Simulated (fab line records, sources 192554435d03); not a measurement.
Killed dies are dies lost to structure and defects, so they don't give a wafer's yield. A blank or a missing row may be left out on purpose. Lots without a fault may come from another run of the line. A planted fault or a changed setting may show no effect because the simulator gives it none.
Split-lot experiment | flow n5_finfet | 7 lots, 21 wafers read, on a route of 1938 steps

THE SPLIT
At N5_MIM_BOT_LITHO_EXPOSE_05 (exposes mask MIM BOT), the setting dose_mj was moved away from the recipe's 24.25 on 12 of the 21 wafers read, by -5.8% to +6.2%. The other wafers ran this setting at the recipe's value.

FROM THE SPLIT TO THE READING: what the file shows between them, 3 steps
- N5_MIM_BOT_LITHO_PEB_06
- N5_MIM_BOT_LITHO_DEVELOP_07: develop time 60 s
- N5_MIM_BOT_LITHO_HARDBAKE_09: time 120 s

THE READING
cd_nm, in nm, at N5_MIM_BOT_LITHO_CD_MEAS_08 (target cd 3000 nm). Fault-free wafers of this fab line usually give 2998.5 nm, standard deviation 2 nm.

wafer  | tool, chamber at the split | dose_mj as run | against the recipe | cd_nm, nm | against lot-mates on the recipe
L075.3 | krf_scanner-01, 0          | 24.25          | recipe             | 2996.9    | -
L075.5 | krf_scanner-01, 0          | 24.25          | recipe             | 2995.9    | -
L075.6 | krf_scanner-01, 0          | 24.25          | recipe             | 2999.4    | -
L074.1 | krf_scanner-01, 0          | 23.36          | -3.7%              | 2993.3    | no lot-mate on the recipe
L074.3 | krf_scanner-01, 0          | 23.36          | -3.7%              | 2993.0    | no lot-mate on the recipe
L074.5 | krf_scanner-01, 0          | 23.36          | -3.7%              | 2991.0    | no lot-mate on the recipe
L076.2 | krf_scanner-02, 0          | 24.25          | recipe             | 2996.7    | -
L076.4 | krf_scanner-02, 0          | 24.72          | +1.9%              | 2999.0    | +2.3
L076.6 | krf_scanner-02, 0          | 24.72          | +1.9%              | 3001.7    | +5.0
L077.1 | krf_scanner-02, 0          | 25.76          | +6.2%              | 3008.1    | +9.4
L077.2 | krf_scanner-02, 0          | 24.25          | recipe             | 2998.7    | -
L077.5 | krf_scanner-02, 0          | 25.76          | +6.2%              | 3010.2    | +11.5
L084.3 | krf_scanner-02, 0          | 24.85          | +2.5%              | 3000.8    | +2.4
L084.4 | krf_scanner-02, 0          | 24.25          | recipe             | 2998.4    | -
L084.5 | krf_scanner-02, 0          | 24.85          | +2.5%              | 3000.4    | +2.0
L086.1 | krf_scanner-01, 0          | 22.85          | -5.8%              | 2987.2    | -14.1
L086.3 | krf_scanner-01, 0          | 22.85          | -5.8%              | 2990.3    | -11.0
L086.5 | krf_scanner-01, 0          | 24.25          | recipe             | 3001.3    | -
L096.4 | krf_scanner-01, 0          | 23.3           | -3.9%              | 2989.8    | -9.9
L096.5 | krf_scanner-01, 0          | 24.25          | recipe             | 3001.1    | -
L096.6 | krf_scanner-01, 0          | 24.25          | recipe             | 2998.3    | -

THE FIT
A straight line over all 21 wafers: cd_nm changes by +1.65 nm for each +1% of dose_mj; r = +0.96; the points scatter about the line by 1.7 nm.
The same after taking each lot's own level away (the mean of its wafers on the recipe; 18 wafers): +1.91 nm for each +1%; r = +0.97; scatter 1.5 nm.
On that fit, the largest move of dose_mj shifts the reading by 12 nm.
The lots' own levels span 2996.70 to 3001.30 nm, that is 2.3 times the standard deviation above.
So the lot-to-lot level changes the slope: the two fits differ.
Check: with one of the wafers moved furthest among these (+6.2%) left out of the fit, the line predicts +11.8 nm for it against its lot-mates. It came out at +9.4 nm against them.

OTHER SPLITS ON THESE WAFERS
These wafers also went through other splits before the reading. Each is held against what the fit with the lots' levels taken away leaves over:
other split on the same wafers  | wafers away from the commonest value | r with cd_nm (lot level and that fit taken away)
N5_MIM_TOP_ETCH_PECVD_03 time_s | 4                                    | -0.13

THE FILE'S OWN FIT
cd_nm changes by +1.94 nm for each +1% of dose_mj, r = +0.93.
